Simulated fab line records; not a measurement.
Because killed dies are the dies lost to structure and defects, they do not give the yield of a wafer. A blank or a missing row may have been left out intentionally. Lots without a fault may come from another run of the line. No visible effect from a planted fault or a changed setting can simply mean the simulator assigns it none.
Matching of chambers | flow n5_finfet | 4 sister chambers for N5_BEOL_M4_STRIP_36 on rie_diel-06
The step strips in N2/H2. 8 wafers are shown with their chamber, then 8 later ones without.

## EACH WAFER AND ITS CHAMBER
wafer  | chamber | showerhead_plenum_p_Torr (Torr) | drypump_motor_current_A (A)
L076.4 | 1       | 2.60                            | 5.9
L088.2 | 0       | 2.49                            | 5.6
L088.4 | 3       | 2.55                            | 6.0
L088.6 | 2       | 2.54                            | 5.6
L090.3 | 0       | 2.49                            | 5.5
L090.5 | 3       | 2.54                            | 6.0
L090.6 | 2       | 2.53                            | 5.7
L092.3 | 1       | 2.59                            | 5.9

## WAFERS WITHOUT THEIR CHAMBER
wafer  | showerhead_plenum_p_Torr (Torr) | drypump_motor_current_A (A)
L092.4 | 2.53                            | 5.7
L092.5 | 2.54                            | 6.0
L094.1 | 2.58                            | 6.0
L094.2 | 2.49                            | 5.5
L094.4 | 2.54                            | 6.1
L096.1 | 2.54                            | 6.0
L096.2 | 2.58                            | 5.9
L096.3 | 2.49                            | 5.6

## WHICH CHAMBER EACH ONE RAN IN
wafer  | from the rows above | in truth
L092.4 | 2                   | 2
L092.5 | 3                   | 3
L094.1 | 1                   | 1
L094.2 | 0                   | 0
L094.4 | 3                   | 3
L096.1 | 3                   | 3
L096.2 | 1                   | 1
L096.3 | 0                   | 0
Placed correctly: 8 of 8. Can't be placed from these rows: 0. Placed wrongly: 0.
How it was worked out, from the rows above alone: a wafer's distance from a chamber is the root of the sum, over the readings, of the square of ((its reading less the chamber's mean) divided by the reading's scatter). If the next closest chamber is less than 2 further off than the closest, the wafer can't be placed; otherwise it belongs to the closest. A chamber's mean is the mean of its shown wafers. The scatter: take each reading less its chamber's mean, square it, sum over the shown wafers, divide by the number of wafers less the number of chambers, and take the root.
